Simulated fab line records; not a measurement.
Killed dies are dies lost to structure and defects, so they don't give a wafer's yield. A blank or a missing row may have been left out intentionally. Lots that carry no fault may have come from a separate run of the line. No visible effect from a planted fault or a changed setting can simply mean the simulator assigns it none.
2 desks, one fault | flow nandHarc | numbers are kept per desk, each desk with only its own; the story behind them comes last

## FOR THE TOOL OWNER'S DESK: rieDiel-01
The tool's own readings at NHARC_A_STAIRCASE_ETCH_201 (etches the open film in C4F8/O2, target depth 100 nm, time 40.5 s): means of the sampled wafers that have a number, for each lot that ran on this tool. Marked OUT: a lot whose mean sits more than 4 standard deviations from the usual mean, which makes it out of limits; the brackets give that distance.
Columns: A = oesProductAu at NHARC_A_STAIRCASE_ETCH_201, usual 0.941 a.u.; B = rfVppV at NHARC_A_STAIRCASE_ETCH_201, usual 894 V
lot  | first seen here | A     | B
L329 | day 12 03:52    | 0.936 | 894
L332 | day 12 16:47    | 0.935 | 893
L333 | day 13 08:01    | 0.930 | 892
L334 | day 13 09:11    | 0.941 | 892
L345 | day 15 23:04    | 0.941 | 894
L346 | day 16 02:53    | 0.948 | 888
Result from this desk: across the 6 lots, nothing is out of limits.

## AT THE METROLOGY DESK
Means of the sampled wafers that have a number, per lot and without regard to the tool the lot ran on: this is what the gauges read. Marked OUT: a lot whose mean sits more than 4 standard deviations from the usual mean, which makes it out of limits; the brackets give that distance.
Columns: A = cdNm at NHARC_THIN_TSV_CD_MEAS_37, usual 5000.1 nm
lot  | first seen here | A
L325 | day 22 01:08    | 4997.6
L327 | day 22 04:40    | 5002.9
L330 | day 22 06:26    | 4998.5
L329 | day 22 07:55    | 5000.8
L332 | day 22 08:43    | 4996.4
L336 | day 22 09:49    | 5003.0
L331 | day 22 10:11    | 4997.9
L335 | day 22 10:21    | 5000.3
L333 | day 22 11:00    | 5000.6
L334 | day 22 11:33    | 5001.0
L338 | day 22 12:08    | 5002.7
L345 | day 23 16:32    | 4998.3
L346 | day 24 14:20    | 5000.7
Result from this desk: across the 13 lots, nothing is out of limits.

## BROUGHT TOGETHER
The desk of the tool owner found nothing out of limits.
At the metrology desk, nothing out of limits was observed.

## WHAT THE SIMULATOR HAD INSERTED
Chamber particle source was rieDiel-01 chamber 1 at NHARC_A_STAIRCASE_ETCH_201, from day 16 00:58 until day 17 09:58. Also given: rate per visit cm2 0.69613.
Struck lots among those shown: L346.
